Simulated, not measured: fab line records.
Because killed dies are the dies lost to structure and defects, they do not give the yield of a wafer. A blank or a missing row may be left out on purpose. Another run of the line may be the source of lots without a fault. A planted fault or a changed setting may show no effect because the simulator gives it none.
fab line records	flow n5Finfet
record lots=24	wafers=72	lastDay=24
route steps=1938 shown GATE_CUT@514 MOL_CONTACT_COAG@526
lots untouched by any fault: they come from a run of this same line in which no faults occurred
startH: start of the lot's first displayed wafer, in hours after the record's first day	waitH: hours elapsed since this lot's preceding step	" as in the row above	L1.1+2: a single row standing in for several wafers	- either no value or no given start	* or withheld: withheld	< > ~ a bound
route shown NAME@n: a module of which the file shows steps, and the number in the route of the first	usual: average and standard deviation across the fault-free wafers	same: alike in all rows	chamber/n: place in a boat	sites: readings site by site	_std_site: the values' standard deviation	_edge_site: the outer-site mean with the inner-site mean subtracted	radiusMm: how far each site lies from the wafer's centre	mask NAME#n: copy n	behind: the tool/chamber that last shaped the wafer	hold: why the lot went on hold/how many hours it stayed there/how the hold came to an end	device: whichever transistor did not switch (one of n, p or np)	end of line: the route-end tests of the same wafers	for a step that has no rows: nothing shown but its recipe	killed: the dies lost at the first sort to structure and to defects; this is not the yield of the wafer	map: dies across one wafer; x = killed, . = not, _ = none there
set.NAME: the setting that was run; set.NAME@STEP: the one run at that earlier step	model.NAME: the simulator's own value behind a step, which no gauge read
route steps across a sampled set of lots; one table per step, one row per wafer
services: the hour from which a tool's chamber was out of use, counted from the record's first day as startH (under 0 if before that day), plus the number of hours and why
## steps
# step N5_GATE_CUT_CMP_61
# recipe stopOn=SiNx	tOverpolishS=3	postCmpClean=alkalineBrush	downForcePsi=4	platenRpm=27.09	padVelocityMS=0.539
# usual motorCurrentA=11.8/0.82	slurryFlowMlMin=150.0/0.48
lot.wafer	tool	chamber	startH	waitH	motorCurrentA	slurryFlowMlMin
L074.2	cmp-01	2	91.54	0.3	10.4	149.3
L074.4	"	3	"	"	12.3	149.9
L074.5	"	0	"	"	11.9	149.9
L075.4	cmp-03	1	94.28	0.3	11.4	151.0
L075.1	"	2	"	"	12.3	150.1
L075.6	"	1	"	"	12.7	149.4
L076.2	cmp-03	2	98.58	0.3	12.5	150.4
L076.4	"	3	"	"	11.8	150.3
L076.6	"	0	"	"	10.8	149.4
L077.3	cmp-04	2	107.29	0.3	11.0	150.1
L077.2	"	3	"	"	11.4	149.8
L077.6	"	1	"	"	11.2	149.1
L078.4	cmp-03	0	110.33	0.4	10.9	150.0
L078.2	"	1	"	"	11.6	150.0
L078.6	"	1	"	"	12.6	149.9
L079.2	cmp-01	2	116.99	0.4	11.0	150.1
L079.1	"	3	"	"	12.4	150.2
L079.3	"	0	"	"	12.1	149.8
L080.1	cmp-03	0	122.41	0.3	10.7	150.1
L080.5	"	3	"	"	12.5	149.7
L080.6	"	0	"	"	10.8	150.4
L081.2	cmp-03	3	128.66	0.4	12.1	150.1
L081.3	"	0	"	"	10.9	150.1
L081.5	"	3	"	"	12.0	149.9
L082.1	cmp-04	2	133.51	0.3	10.7	149.6
L082.5	"	0	"	"	13.1	151.2
L082.6	"	1	"	"	11.7	149.2
L083.1	cmp-04	1	141.33	0.4	11.0	150.0
L083.4	"	2	"	"	10.9	150.4
L083.3	"	0	"	"	13.5	149.3
L084.3	cmp-04	1	148.53	0.4	11.1	150.3
L084.1	"	2	"	"	11.8	149.5
L084.2	"	3	"	"	11.7	149.5
L085.4	cmp-03	2	156.49	0.4	12.2	149.4
L085.1	"	3	"	"	12.7	150.0
L085.5	"	2	"	"	12.2	149.4
L087.4	cmp-04	2	165.06	0.3	11.3	149.7
L087.2	"	3	"	"	11.6	150.3
L087.6	"	2	"	"	10.9	149.4
L088.4	cmp-01	1	171.15	0.3	12.7	149.8
L088.3	"	3	"	"	12.9	149.7
L088.5	"	1	"	"	13.0	149.6
L086.2	cmp-04	2	173.44	0.3	10.7	149.4
L086.3	"	3	"	"	11.7	150.7
L086.4	"	0	"	"	12.7	150.1
L089.4	cmp-04	0	179.39	0.3	13.4	150.6
L089.2	"	1	"	"	11.2	150.7
L089.5	"	0	"	"	13.1	149.5
L090.2	cmp-04	3	184.56	0.3	11.4	150.3
L090.5	"	1	"	"	11.2	150.0
L090.6	"	2	"	"	11.4	149.8
L091.4	cmp-04	2	193.58	0.4	10.8	150.2
L091.2	"	1	"	"	10.9	150.8
L091.5	"	3	"	"	11.8	150.1
L093.4	cmp-04	1	203.47	0.4	11.4	150.0
L093.3	"	2	"	"	11.4	149.2
L093.2	"	3	"	"	11.5	150.0
L092.3	cmp-03	1	204.99	0.4	12.2	150.0
L092.4	"	3	"	"	12.3	149.7
L092.2	"	0	"	"	10.2	149.4
L094.4	cmp-04	3	214.77	0.3	12.6	149.8
L094.3	"	0	"	"	12.9	150.5
L094.6	"	3	"	"	11.4	149.9
L095.4	cmp-01	3	216.28	0.3	13.5	149.3
L095.5	"	1	"	"	12.7	149.7
L095.6	"	2	"	"	11.2	150.0
L096.1	cmp-01	2	224.99	0.3	11.0	150.6
L096.2	"	3	"	"	12.1	149.4
L096.6	"	0	"	"	11.8	150.8
L097.1	cmp-03	2	232.19	0.3	12.5	150.2
L097.4	"	0	"	"	10.7	150.0
L097.6	"	1	"	"	12.2	150.3
# step N5_GATE_CUT_INSPECT_26
# recipe inspectInstrument=darkfield	mode=postCmp
# usual rawDefectCount=37/15
lot.wafer	tool	chamber	startH	waitH	rawDefectCount
L074.2	defectInspect-02	-	91.71	0.0	27
L074.4	"	-	"	"	20
L074.5	"	-	"	"	30
L075.1	defectInspect-01	-	94.48	0.0	30
L075.4	"	-	"	"	22
L075.6	"	-	"	"	34
L076.2	defectInspect-02	-	98.75	0.0	35
L076.4	"	-	"	"	31
L076.6	"	-	"	"	23
L077.2	defectInspect-02	-	107.46	0.0	22
L077.3	"	-	"	"	32
L077.6	"	-	"	"	27
L078.2	defectInspect-01	-	110.57	0.0	44
L078.4	"	-	"	"	69
L078.6	"	-	"	"	50
L079.1	defectInspect-02	-	117.22	0.0	19
L079.2	"	-	"	"	42
L079.3	"	-	"	"	25
L080.1	defectInspect-01	-	122.61	0.0	39
L080.5	"	-	"	"	39
L080.6	"	-	"	"	45
L081.2	defectInspect-02	-	128.89	0.0	22
L081.3	"	-	"	"	34
L081.5	"	-	"	"	30
L082.1	defectInspect-02	-	133.68	0.0	50
L082.5	"	-	"	"	53
L082.6	"	-	"	"	44
L083.1	defectInspect-02	-	141.56	0.0	47
L083.3	"	-	"	"	36
L083.4	"	-	"	"	28
L084.1	defectInspect-02	-	148.76	0.0	26
L084.2	"	-	"	"	43
L084.3	"	-	"	"	42
L085.1	defectInspect-02	-	156.72	0.0	54
L085.4	"	-	"	"	76
L085.5	"	-	"	"	31
L087.2	defectInspect-02	-	165.26	0.0	48
L087.4	"	-	"	"	32
L087.6	"	-	"	"	33
L088.3	defectInspect-02	-	171.36	0.0	58
L088.4	"	-	"	"	41
L088.5	"	-	"	"	25
L086.2	defectInspect-02	-	173.64	0.0	21
L086.3	"	-	"	"	24
L086.4	"	-	"	"	20
L089.2	defectInspect-01	-	179.60	0.0	26
L089.4	"	-	"	"	59
L089.5	"	-	"	"	39
L090.2	defectInspect-02	-	184.73	0.0	41
L090.5	"	-	"	"	17
L090.6	"	-	"	"	37
L091.2	defectInspect-01	-	193.82	0.0	21
L091.4	"	-	"	"	33
L091.5	"	-	"	"	32
L093.2	defectInspect-01	-	203.70	0.0	19
L093.3	"	-	"	"	37
L093.4	"	-	"	"	27
L092.2	defectInspect-01	-	205.22	0.0	53
L092.3	"	-	"	"	31
L092.4	"	-	"	"	29
L094.3	defectInspect-01	-	214.97	0.0	44
L094.4	"	-	"	"	41
L094.6	"	-	"	"	74
L095.4	defectInspect-01	-	216.45	0.0	37
L095.5	"	-	"	"	34
L095.6	"	-	"	"	48
L096.1	defectInspect-02	-	225.16	0.0	56
L096.2	"	-	"	"	26
L096.6	"	-	"	"	30
L097.1	defectInspect-01	-	232.39	0.0	50
L097.4	"	-	"	"	54
L097.6	"	-	"	"	67
# step N5_MOL_CONTACT_COAG_CD_MEAS_08
# recipe targetCdNm=28	landingEnergyEv=500	detector=seInlens	polarity=opening
# usual cdNm=27.95/0.23
lot.wafer	tool	chamber	startH	waitH	cdNm
L074.2	cdSem-03	0	92.01	-	27.79
L074.4	"	0	"	"	27.62
L074.5	"	0	"	"	28.13
L075.1	cdSem-02	0	94.90	-	28.09
L075.4	"	0	"	"	27.69
L075.6	"	0	"	"	27.80
L076.2	cdSem-01	0	99.17	-	27.75
L076.4	"	0	"	"	27.89
L076.6	"	0	"	"	27.97
L077.2	cdSem-01	0	107.76	-	28.17
L077.3	"	0	"	"	27.90
L077.6	"	0	"	"	27.78
L078.2	cdSem-02	0	110.87	-	27.65
L078.4	"	0	"	"	27.84
L078.6	"	0	"	"	28.01
L079.1	cdSem-02	0	117.55	-	27.75
L079.2	"	0	"	"	28.04
L079.3	"	0	"	"	27.91
L080.1	cdSem-02	0	123.03	-	27.92
L080.5	"	0	"	"	27.72
L080.6	"	0	"	"	27.96
L081.2	cdSem-01	0	129.31	-	28.30
L081.3	"	0	"	"	27.86
L081.5	"	0	"	"	27.97
L082.1	cdSem-03	0	134.10	-	28.36
L082.5	"	0	"	"	27.97
L082.6	"	0	"	"	28.17
L083.1	cdSem-03	0	141.98	-	28.20
L083.3	"	0	"	"	28.00
L083.4	"	0	"	"	28.53
L084.1	cdSem-01	0	149.18	-	27.88
L084.2	"	0	"	"	28.01
L084.3	"	0	"	"	28.16
L085.1	cdSem-01	0	157.02	-	28.51
L085.4	"	0	"	"	28.16
L085.5	"	0	"	"	28.23
L087.2	cdSem-02	0	165.56	-	27.94
L087.4	"	0	"	"	27.98
L087.6	"	0	"	"	27.64
L088.3	cdSem-02	0	171.66	-	28.07
L088.4	"	0	"	"	27.87
L088.5	"	0	"	"	28.15
L086.2	cdSem-03	0	173.97	-	27.88
L086.3	"	0	"	"	27.90
L086.4	"	0	"	"	28.14
L089.2	cdSem-03	0	179.90	-	27.54
L089.4	"	0	"	"	27.78
L089.5	"	0	"	"	27.68
L090.2	cdSem-03	0	185.03	-	27.99
L090.5	"	0	"	"	27.81
L090.6	"	0	"	"	27.78
L091.2	cdSem-03	0	194.11	-	28.20
L091.4	"	0	"	"	28.10
L091.5	"	0	"	"	28.11
L093.2	cdSem-03	0	204.12	-	28.14
L093.3	"	0	"	"	28.17
L093.4	"	0	"	"	28.24
L092.2	cdSem-03	0	205.52	-	28.27
L092.3	"	0	"	"	27.65
L092.4	"	0	"	"	27.82
L094.3	cdSem-03	0	215.40	-	27.90
L094.4	"	0	"	"	27.84
L094.6	"	0	"	"	28.22
L095.4	cdSem-02	0	216.87	-	27.79
L095.5	"	0	"	"	27.61
L095.6	"	0	"	"	27.63
L096.1	cdSem-03	0	225.58	-	28.18
L096.2	"	0	"	"	27.89
L096.6	"	0	"	"	28.36
L097.1	cdSem-03	0	232.69	-	27.92
L097.4	"	0	"	"	27.69
L097.6	"	0	"	"	27.66
# step N5_MOL_CONTACT_COAG_PRE_CLEAN_142
# recipe gas=H2/He	timeS=60	tempC=300
# usual heaterPowerW=469/40
lot.wafer	tool	chamber	startH	waitH	heaterPowerW
L074.2	pvdSputter-03	-	96.81	0.7	453
L074.4	"	-	"	"	495
L074.5	"	-	"	"	492
L075.1	pvdSputter-02	-	101.14	3.2	471
L075.4	"	-	"	"	431
L075.6	"	-	"	"	433
L076.2	pvdSputter-01	-	105.77	3.0	468
L076.4	"	-	"	"	466
L076.6	"	-	"	"	466
L077.2	pvdSputter-01	-	113.52	1.8	536
L077.3	"	-	"	"	387
L077.6	"	-	"	"	456
L078.2	pvdSputter-03	-	120.01	1.9	481
L078.4	"	-	"	"	496
L078.6	"	-	"	"	460
L079.1	pvdSputter-01	-	123.75	1.6	467
L079.2	"	-	"	"	460
L079.3	"	-	"	"	516
L080.1	pvdSputter-02	-	131.74	2.8	513
L080.5	"	-	"	"	465
L080.6	"	-	"	"	421
L081.2	pvdSputter-03	-	138.67	4.9	400
L081.3	"	-	"	"	489
L081.5	"	-	"	"	494
L082.1	pvdSputter-03	-	141.89	1.5	501
L082.5	"	-	"	"	487
L082.6	"	-	"	"	492
L083.1	pvdSputter-02	-	146.39	0.8	513
L083.3	"	-	"	"	516
L083.4	"	-	"	"	460
L084.1	pvdSputter-03	-	155.18	1.6	501
L084.2	"	-	"	"	466
L084.3	"	-	"	"	492
L085.1	pvdSputter-01	-	165.26	4.3	393
L085.4	"	-	"	"	533
L085.5	"	-	"	"	479
L087.2	pvdSputter-03	-	171.74	2.0	500
L087.4	"	-	"	"	399
L087.6	"	-	"	"	491
L088.3	pvdSputter-02	-	178.52	2.4	506
L088.4	"	-	"	"	467
L088.5	"	-	"	"	418
L086.2	pvdSputter-01	-	181.54	2.5	475
L086.3	"	-	"	"	385
L086.4	"	-	"	"	463
L089.2	pvdSputter-02	-	185.55	2.0	459
L089.4	"	-	"	"	419
L089.5	"	-	"	"	421
L090.2	pvdSputter-02	-	190.98	2.1	510
L090.5	"	-	"	"	507
L090.6	"	-	"	"	513
L091.2	pvdSputter-01	-	200.59	2.0	481
L091.4	"	-	"	"	466
L091.5	"	-	"	"	508
L093.2	pvdSputter-02	-	209.99	1.5	468
L093.3	"	-	"	"	517
L093.4	"	-	"	"	512
L092.2	pvdSputter-03	-	210.01	1.0	464
L092.3	"	-	"	"	504
L092.4	"	-	"	"	484
L094.3	pvdSputter-01	-	223.42	2.8	478
L094.4	"	-	"	"	466
L094.6	"	-	"	"	483
L095.4	pvdSputter-02	-	223.82	2.0	464
L095.5	"	-	"	"	518
L095.6	"	-	"	"	424
L096.1	pvdSputter-03	-	231.07	1.3	457
L096.2	"	-	"	"	405
L096.6	"	-	"	"	487
L097.1	pvdSputter-03	-	240.58	2.0	485
L097.4	"	-	"	"	492
L097.6	"	-	"	"	493
# step N5_MOL_CONTACT_COAG_ETCH_89
# recipe chemistry=N2/H2	target=underlayer	targetDepthA=130	maskMaterial=CAR-EUV	timeS=10.4	ionEnergyEv=200	pressureMtorr=30	sourceW=840	biasW=150	n2FlowSccm=200	h2FlowSccm=200	ends=cleared
# usual drypumpMotorCurrentA=5.8/0.42	etchRfOnTimeS=10.49/0.26	n2FlowSccm=200.0/0.57	oesProductAu=0.65/0.069	rfVppV=524/3	showerheadPlenumPTorr=2.54/0.11	throttleValvePct=17.89/0.23
lot.wafer	tool	chamber	startH	waitH	drypumpMotorCurrentA	etchRfOnTimeS	n2FlowSccm	oesProductAu	rfHoursCounterH	rfVppV	showerheadPlenumPTorr	throttleValvePct
L074.2	rieDiel-02	1	101.51	0.0	6.2	10.84	200.3	0.76	19	527	2.72	17.51
L074.4	"	2	"	"	5.7	10.57	199.1	0.58	-	525	2.62	18.19
L074.5	"	1	"	"	6.2	10.81	199.1	0.76	-	529	2.72	17.49
L075.1	rieDiel-02	0	105.40	0.0	6.5	10.93	199.5	0.57	249	525	2.60	18.19
L075.4	"	2	"	"	5.7	10.63	199.6	0.58	228	525	2.62	18.19
L075.6	"	1	"	"	6.2	11.02	200.7	0.75	-	529	2.72	17.49
L076.2	rieDiel-02	1	110.09	0.0	6.1	10.79	199.9	0.75	21	528	2.72	17.49
L076.4	"	3	"	"	5.2	10.34	200.5	0.60	248	527	2.60	18.12
L076.6	"	1	"	"	6.2	10.69	200.0	0.74	-	528	2.72	17.50
L077.2	rieDiel-03	3	118.15	0.0	6.0	10.40	199.4	0.61	196	520	2.41	17.97
L077.3	"	0	"	"	6.1	10.58	199.9	0.64	125	524	2.53	17.88
L077.6	"	0	"	"	6.1	10.54	200.3	0.65	-	524	2.53	17.86
L078.2	rieDiel-06	1	123.97	0.0	6.1	10.79	200.9	0.59	234	523	2.51	18.25
L078.4	"	2	"	"	5.1	10.63	200.7	0.64	151	522	2.53	18.08
L078.6	"	1	"	"	6.1	10.77	199.3	0.58	-	521	2.51	18.25
L079.1	rieDiel-06	0	127.86	0.0	5.1	10.46	199.6	0.59	244	525	2.61	18.11
L079.2	"	2	"	"	5.1	10.75	199.3	0.64	153	523	2.53	18.07
L079.3	"	1	"	"	6.1	10.73	199.5	0.58	236	521	2.51	18.24
L080.1	rieDiel-03	0	135.93	0.0	6.1	10.64	200.2	0.64	130	524	2.53	17.89
L080.5	"	3	"	"	6.0	10.38	199.6	0.61	-	520	2.41	18.01
L080.6	"	0	"	"	6.1	10.57	199.9	0.65	-	524	2.53	17.89
L081.2	rieDiel-06	1	142.64	0.0	6.1	10.76	199.9	0.58	242	524	2.51	18.26
L081.3	"	3	"	"	6.0	10.37	199.9	0.68	117	519	2.35	17.91
L081.5	"	0	"	"	5.0	10.46	200.3	0.60	-	525	2.61	18.11
L082.1	rieDiel-03	0	146.42	0.0	6.1	10.61	199.4	0.64	134	522	2.53	17.89
L082.5	"	3	"	"	6.0	10.27	200.4	0.61	-	519	2.41	17.98
L082.6	"	2	"	"	5.9	10.17	200.6	0.65	-	522	2.43	17.72
L083.1	rieDiel-02	1	150.49	0.0	6.2	10.93	200.7	0.71	37	528	2.71	17.52
L083.3	"	0	"	"	6.5	10.86	200.1	0.79	6	524	2.60	17.70
L083.4	"	2	"	"	5.7	10.51	199.5	0.57	-	527	2.61	18.20
L084.1	rieDiel-06	1	159.53	0.0	6.1	10.75	200.4	0.58	250	523	2.51	18.27
L084.2	"	3	"	"	6.0	10.20	199.7	0.68	126	518	2.35	17.90
L084.3	"	2	"	"	5.1	10.54	199.2	0.64	161	525	2.53	18.09
L085.1	rieDiel-03	1	169.33	0.0	5.4	10.15	199.6	0.66	154	527	2.65	17.58
L085.4	"	3	"	"	6.0	10.22	200.3	0.60	215	522	2.41	18.03
L085.5	"	3	"	"	6.0	10.24	200.5	0.60	-	519	2.41	18.00
L087.2	rieDiel-06	3	175.83	0.0	6.0	10.37	200.2	0.67	135	519	2.35	17.94
L087.4	"	1	"	"	6.1	10.75	200.3	0.57	259	523	2.50	18.27
L087.6	"	1	"	"	6.1	10.79	200.3	0.56	-	523	2.50	18.30
L088.3	rieDiel-03	1	183.25	0.0	5.5	10.20	199.6	0.66	159	525	2.65	17.58
L088.4	"	2	"	"	5.9	10.34	200.9	0.62	187	518	2.42	17.76
L088.5	"	2	"	"	5.9	10.29	200.5	0.63	-	522	2.42	17.78
L086.2	rieDiel-03	2	188.23	0.0	5.9	10.32	200.1	0.63	189	521	2.42	17.77
L086.3	"	3	"	"	6.0	10.38	198.9	0.59	221	522	2.40	18.02
L086.4	"	1	"	"	5.4	10.33	199.9	0.65	160	528	2.65	17.57
L089.2	rieDiel-02	1	192.54	0.0	6.2	11.18	199.2	0.69	57	528	2.70	17.57
L089.4	"	3	"	"	5.2	10.02	199.4	0.81	14	527	2.59	17.72
L089.5	"	0	"	"	6.5	10.93	199.6	0.73	-	523	2.59	17.75
L090.2	rieDiel-03	1	195.88	0.0	5.4	10.21	198.8	0.66	164	527	2.65	17.59
L090.5	"	0	"	"	6.1	10.59	199.3	0.63	-	524	2.52	17.93
L090.6	"	3	"	"	6.0	10.34	200.1	0.60	-	520	2.40	18.05
L091.2	rieDiel-02	3	205.41	0.0	5.2	10.00	199.2	0.78	22	525	2.59	17.73
L091.4	"	0	"	"	6.5	10.87	200.3	0.72	34	526	2.59	17.76
L091.5	"	0	"	"	6.5	10.83	199.5	0.72	-	525	2.59	17.76
L093.2	rieDiel-06	3	214.08	0.0	5.9	10.26	200.0	0.65	156	518	2.34	17.97
L093.3	"	2	"	"	5.1	10.54	200.9	0.62	192	523	2.52	18.14
L093.4	"	1	"	"	6.1	10.18	200.2	0.82	8	521	2.50	17.90
L092.2	rieDiel-02	0	215.11	0.0	6.6	10.87	199.6	0.72	38	524	2.59	17.76
L092.3	"	3	"	"	5.2	9.94	199.5	0.78	25	525	2.59	17.74
L092.4	"	2	"	"	5.7	10.09	200.3	0.80	14	528	2.60	17.85
L094.3	rieDiel-03	0	227.76	0.0	6.1	10.63	199.3	0.61	165	523	2.51	17.93
L094.4	"	2	"	"	5.9	10.45	199.7	0.62	207	520	2.41	17.81
L094.6	"	3	"	"	6.0	10.18	200.4	0.59	-	520	2.40	18.06
L095.4	rieDiel-03	2	228.61	0.0	5.9	10.36	199.6	0.61	208	521	2.41	17.80
L095.5	"	0	"	"	6.1	10.60	199.2	0.62	-	523	2.51	17.97
L095.6	"	1	"	"	5.4	10.18	199.8	0.65	-	526	2.64	17.61
L096.1	rieDiel-03	1	235.09	0.0	5.4	10.27	200.2	0.64	180	527	2.64	17.61
L096.2	"	3	"	"	6.0	10.36	200.3	0.59	241	519	2.40	18.06
L096.6	"	0	"	"	6.1	10.71	200.8	0.61	-	522	2.51	17.95
L097.1	rieDiel-06	0	245.75	0.0	5.0	10.18	201.0	0.79	27	525	2.60	17.72
L097.4	"	3	"	"	6.0	10.42	199.6	0.64	-	519	2.33	17.97
L097.6	"	2	"	"	5.1	10.73	200.1	0.60	-	523	2.51	18.17
# step N5_MOL_CONTACT_COAG_ALD_131
# recipe material=SiO2	targetThkA=50	tempC=100	aldPrecursorFamily=BDEAS	aldCoReactant=O2-plasma	pulseTimeS=1	coReactantPulseTimeS=1	purgeTimeS=2	coReactantPurgeTimeS=2	aldCycles=35	pressureTorr=2
# usual heaterPowerOuterW=41/4.1	heaterPowerW=80/8.4	precursorPulseHeightRel=1.003/0.02
lot.wafer	tool	chamber	startH	waitH	heaterPowerOuterW	heaterPowerW	precursorPulseHeightRel
L074.2	aldSin-02	3	101.61	0.1	35	72	0.995
L074.4	"	1	"	"	43	83	1.002
L074.5	"	1	"	"	44	85	0.998
L075.1	aldSin-02	0	106.25	0.8	39	71	1.009
L075.4	"	1	"	"	43	83	1.023
L075.6	"	1	"	"	44	83	1.004
L076.2	aldSin-04	3	110.45	0.3	37	81	1.002
L076.4	"	0	"	"	44	88	1.004
L076.6	"	3	"	"	38	79	0.969
L077.2	aldSin-01	1	118.25	0.1	43	83	0.985
L077.3	"	2	"	"	40	80	0.991
L077.6	"	2	"	"	38	78	1.027
L078.2	aldSin-04	0	124.07	0.1	46	89	0.986
L078.4	"	2	"	"	42	80	1.043
L078.6	"	0	"	"	46	88	1.001
L079.1	aldSin-02	3	127.96	0.1	36	70	1.033
L079.2	"	1	"	"	43	84	0.993
L079.3	"	2	"	"	40	77	0.973
L080.1	aldSin-04	2	136.03	0.1	41	78	0.991
L080.5	"	2	"	"	41	80	1.008
L080.6	"	3	"	"	38	79	1.011
L081.2	aldSin-01	1	142.74	0.1	42	84	0.996
L081.3	"	0	"	"	54	102	0.995
L081.5	"	3	"	"	41	75	0.999
L082.1	aldSin-02	1	146.52	0.1	44	82	0.980
L082.5	"	0	"	"	39	72	0.982
L082.6	"	1	"	"	44	84	0.991
L083.1	aldSin-04	1	150.59	0.1	38	71	1.034
L083.3	"	3	"	"	37	79	1.005
L083.4	"	0	"	"	44	88	0.986
L084.1	aldSin-01	0	159.64	0.1	52	105	1.001
L084.2	"	2	"	"	39	78	0.997
L084.3	"	3	"	"	41	73	0.990
L085.1	aldSin-04	2	169.43	0.1	42	79	0.971
L085.4	"	1	"	"	38	69	0.976
L085.5	"	1	"	"	40	69	0.969
L087.2	aldSin-01	0	175.92	0.1	54	101	1.034
L087.4	"	1	"	"	44	85	0.991
L087.6	"	3	"	"	41	76	0.981
L088.3	aldSin-04	1	183.66	0.4	39	69	0.996
L088.4	"	2	"	"	41	80	0.997
L088.5	"	0	"	"	44	91	0.994
L086.2	aldSin-04	2	189.33	1.1	41	81	1.013
L086.3	"	1	"	"	38	71	0.981
L086.4	"	0	"	"	46	90	1.001
L089.2	aldSin-04	0	193.77	1.2	46	88	1.035
L089.4	"	2	"	"	41	83	1.018
L089.5	"	2	"	"	41	82	0.990
L090.2	aldSin-02	1	195.98	0.1	44	85	0.970
L090.5	"	0	"	"	39	72	1.009
L090.6	"	1	"	"	44	84	0.989
L091.2	aldSin-02	2	205.51	0.1	39	77	0.991
L091.4	"	3	"	"	36	70	1.003
L091.5	"	0	"	"	39	73	1.033
L093.2	aldSin-04	0	214.33	0.2	46	91	0.988
L093.3	"	1	"	"	40	71	1.023
L093.4	"	2	"	"	42	80	1.017
L092.2	aldSin-01	1	215.21	0.1	43	84	1.005
L092.3	"	2	"	"	38	79	1.000
L092.4	"	0	"	"	52	105	1.003
L094.3	aldSin-02	1	227.86	0.1	44	86	1.039
L094.4	"	3	"	"	36	71	1.037
L094.6	"	1	"	"	44	84	0.999
L095.4	aldSin-04	1	228.71	0.1	39	71	0.956
L095.5	"	1	"	"	38	70	0.978
L095.6	"	2	"	"	42	79	1.001
L096.1	aldSin-04	2	235.32	0.2	42	82	0.934
L096.2	"	3	"	"	37	78	1.012
L096.6	"	2	"	"	41	80	1.004
L097.1	aldSin-01	1	245.85	0.1	44	84	1.008
L097.4	"	2	"	"	38	79	0.969
L097.6	"	1	"	"	42	85	1.001
## services
tool	chamber	startH	hours	kind
aldSin-04	1	68.62	30.8	repair
aldSin-01	1	73.33	2.6	repair
rieDiel-06	2	75.00	5.8	repair
rieDiel-02	-	76.12	2.8	pm
aldSin-04	-	86.61	14.0	pm
rieDiel-02	1	91.09	4.2	repair
cmp-01	-	95.34	0.8	repair
cmp-03	-	123.31	2.1	repair
cmp-03	-	129.53	6.1	pm
aldSin-04	-	130.19	2.8	pm
rieDiel-02	0	135.23	8.0	repair
rieDiel-06	2	137.78	10.1	repair
cmp-04	-	155.94	0.8	repair
cmp-04	-	159.05	0.4	repair
cmp-04	-	168.52	4.0	pm
aldSin-01	-	176.75	14.0	pm
rieDiel-06	1	178.68	8.3	repair
rieDiel-06	0	190.59	13.1	repair
cmp-04	-	194.74	0.5	repair
cmp-04	-	218.02	7.4	pm
aldSin-02	1	237.76	26.8	repair
rieDiel-03	-	242.91	2.8	pm
pvdSputter-01	-	243.28	2.7	repair
aldSin-02	-	245.75	0.9	repair
## key
fault none
